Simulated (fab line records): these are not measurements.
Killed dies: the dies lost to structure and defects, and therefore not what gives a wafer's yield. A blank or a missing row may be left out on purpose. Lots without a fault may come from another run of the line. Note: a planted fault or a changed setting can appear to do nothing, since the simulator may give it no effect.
8D (eight disciplines) problem report, filled in by code | flow nand_harc | the parts of the form that need people (team, actions taken, sign-off) are left out

== 1. WHAT WENT WRONG ==
Wafers without a fault read 34.4 s, standard deviation 0.42; run_length_s at NHARC_A_WL_FILL_ETCHBACK_26 reads a mean of 31.4 s on 3 wafers belonging to 2 lots. Measured from the usual mean, that is -7.1 standard deviations.
The step: etches the open film in HBr, target depth 52 nm, time 13.3 s.
The first sign was on wafer L471.1 at day 18 22:51, on rie_si-02. The record has a number at this step for 36 wafers belonging to 12 lots. The rule behind "out" and "out of limits": a value lying over 4 standard deviations away from the usual mean. The other wafers with a number count as sound.

== 2. WHAT IT IS AND WHAT IT IS NOT ==
question                    | is                     | is not
which readings at this step | run_length_s           | drypump_motor_current_A, throttle_valve_pct
which lots                  | L469, L471             | L458, L459, L466, L470, L472, L474, L475, L477, L478, L480
which wafers of those lots  | L469.1, L471.1, L471.5 | L469.3, L469.6, L471.4
read on which tools         | rie_si-02              | rie_si-04, rie_si-06
when                        | from day 18 22:51      | up to then (13 sound wafers); but 20 sound wafers of L469, L472, L474, L475, L477, L478, L480 came after

== 3. SUSPECTS, AND WHAT RULES EACH OUT ==
Counting: if a tool at a process step up to the reading ran every lot that is out, it stays a suspect. Sound lots after the first of them don't rule it out here, since some wafers of a struck lot are sound.
- rie_si-02 at NHARC_A_WL_FILL_ETCHBACK_26 (etches the open film in HBr, target depth 52 nm, time 13.3 s): kept. It ran every lot that is out, first L471 (day 18 22:51); its last sound lot up to then is L459 (day 16 06:18). Its own run_length_s readings are out on those wafers.
After counting, what remains is rie_si-02 at NHARC_A_WL_FILL_ETCHBACK_26.

== 4. THE CAUSE (what the simulator had put in) ==
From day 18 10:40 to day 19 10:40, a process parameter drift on rie_si-02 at NHARC_A_WL_FILL_ETCHBACK_26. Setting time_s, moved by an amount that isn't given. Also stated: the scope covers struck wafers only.
Only this tool survived the counting.

== 5. THE CHAIN OF EFFECTS, in route order ==
Each row: a reading whose mean over the struck wafers that have a number lies more than 3 standard deviations from the usual. Readings are gone through only where the record gives a usual standard deviation; hours: the median, over the lots, of the time from a lot's start at the first step in this table giving one to that lot's start at this step; sigmas: the change measured in usual standard deviations.
hours | step                        | reading      | usual  | on struck wafers | change | sigmas
0     | NHARC_A_WL_FILL_ETCHBACK_26 | run_length_s | 34.4 s | 31.4             | -3.0   | -7.1
The process steps in it:
- NHARC_A_WL_FILL_ETCHBACK_26: etches the open film in HBr, target depth 52 nm, time 13.3 s.
At these later measuring or inspecting steps, every struck wafer for which the step has a row has a number for every such reading, and none has moved that far: NHARC_END_SORT_01.

== 6. HOW IT WOULD HAVE BEEN CAUGHT EARLIER ==
12 hours passed between the start of the fault at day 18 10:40 and the first reading out of limits in this record, taken at day 18 22:51.
